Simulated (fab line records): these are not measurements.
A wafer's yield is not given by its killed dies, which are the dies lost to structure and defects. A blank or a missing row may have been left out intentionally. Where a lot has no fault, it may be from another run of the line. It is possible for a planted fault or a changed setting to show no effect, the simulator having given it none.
Code-filled problem report in 8D (eight disciplines) form | flow nand_harc | the parts of the form that need people (team, actions taken, sign-off) are left out

## 1. THE PROBLEM
run_length_s at NHARC_A_CONTACT_ETCH_77 reads a mean of 52.1 s on 1 wafer of 1 lot; wafers without a fault read 57.4 s with a standard deviation of 0.43. That is -12 standard deviations from the usual mean.
The step: etches the open film in CF4/CHF3, target depth 72.6 nm, time 36.3 s.
Earliest sighting: wafer L432.6 on rie_diel-01 at day 19 16:10. The record holds 36 wafers of 12 lots with a number at this step. Rule for "out", or "out of limits": more than 4 standard deviations from the usual mean. All remaining wafers that have a number are taken as sound.

## 2. WHAT IT IS, AND WHAT IT ISN'T
question                    | is                | is not
which readings at this step | run_length_s      | drypump_motor_current_A, oes_product_au, rf_vpp_V, showerhead_plenum_p_Torr, throttle_valve_pct
which lots                  | L432              | L421, L422, L425, L435, L436, L437, L438, L440, L441, L442, L443
which wafers of those lots  | L432.6            | L432.1, L432.3
read on which tools         | rie_diel-01       | rie_diel-02, rie_diel-12
when                        | from day 19 16:10 | up to then (11 sound wafers); but 24 sound wafers of L435, L436, L437, L438, L440, L441, L442, L443 came after

## 3. SUSPECTS, AND WHAT RULES EACH OUT
Counting: any tool at a process step up to the reading remains a suspect provided it ran every lot that is out. Sound lots after the first of them don't rule it out here, since some wafers of a struck lot are sound.
- rie_diel-01 at NHARC_A_CONTACT_ETCH_76 (etches the open film in N2/H2, target depth 260 nm, time 475.3 s): kept. It ran the lot that is out, L432 (day 19 16:10); its last sound lot up to then is L425 (day 17 17:10). NHARC_A_CONTACT_ETCH_76 gives no start for some lots, so the hours and the order of its lots are those of NHARC_A_CONTACT_ETCH_77.
- rie_diel-01 at NHARC_A_CONTACT_ETCH_77 (etches the open film in CF4/CHF3, target depth 72.6 nm, time 36.3 s): kept. It ran the lot that is out, L432 (day 19 16:10); its last sound lot up to then is L425 (day 17 17:10). On those wafers its own readings are out: run_length_s.
- At NHARC_A_CONTACT_ETCH_76, inside rie_diel-01: chamber 0 took the wafers that are out, while their sound lot-mates went through chambers 2, 3.
- At NHARC_A_CONTACT_ETCH_77, inside rie_diel-01: chamber 0 took the wafers that are out, while their sound lot-mates went through chambers 1, 2.
Left after counting: rie_diel-01 at NHARC_A_CONTACT_ETCH_76, rie_diel-01 at NHARC_A_CONTACT_ETCH_77.

## 4. THE CAUSE (what the simulator had put in)
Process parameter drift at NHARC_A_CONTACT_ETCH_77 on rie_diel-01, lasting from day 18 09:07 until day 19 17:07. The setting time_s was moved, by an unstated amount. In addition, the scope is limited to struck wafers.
Of the 2 suspects that counting leaves, this tool is one.

## 5. THE CHAIN OF EFFECTS, in route order
Each row: a reading where the mean over the struck wafers with a number is more than 3 standard deviations away from the usual. Readings are gone through only where the record gives a usual standard deviation; hours: the median, over the lots, of the time from a lot's start at the first step in this table giving one to that lot's start at this step; sigmas: the change measured in usual standard deviations.
hours | step                    | reading      | usual  | on struck wafers | change | sigmas
0     | NHARC_A_CONTACT_ETCH_77 | run_length_s | 57.4 s | 52.1             | -5.3   | -12
It contains these process steps:
- NHARC_A_CONTACT_ETCH_77: etches the open film in CF4/CHF3, target depth 72.6 nm, time 36.3 s.

## 6. WHAT WOULD HAVE CAUGHT IT SOONER
31 hours passed between the start of the fault at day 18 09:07 and the first reading out of limits in this record, taken at day 19 16:10.
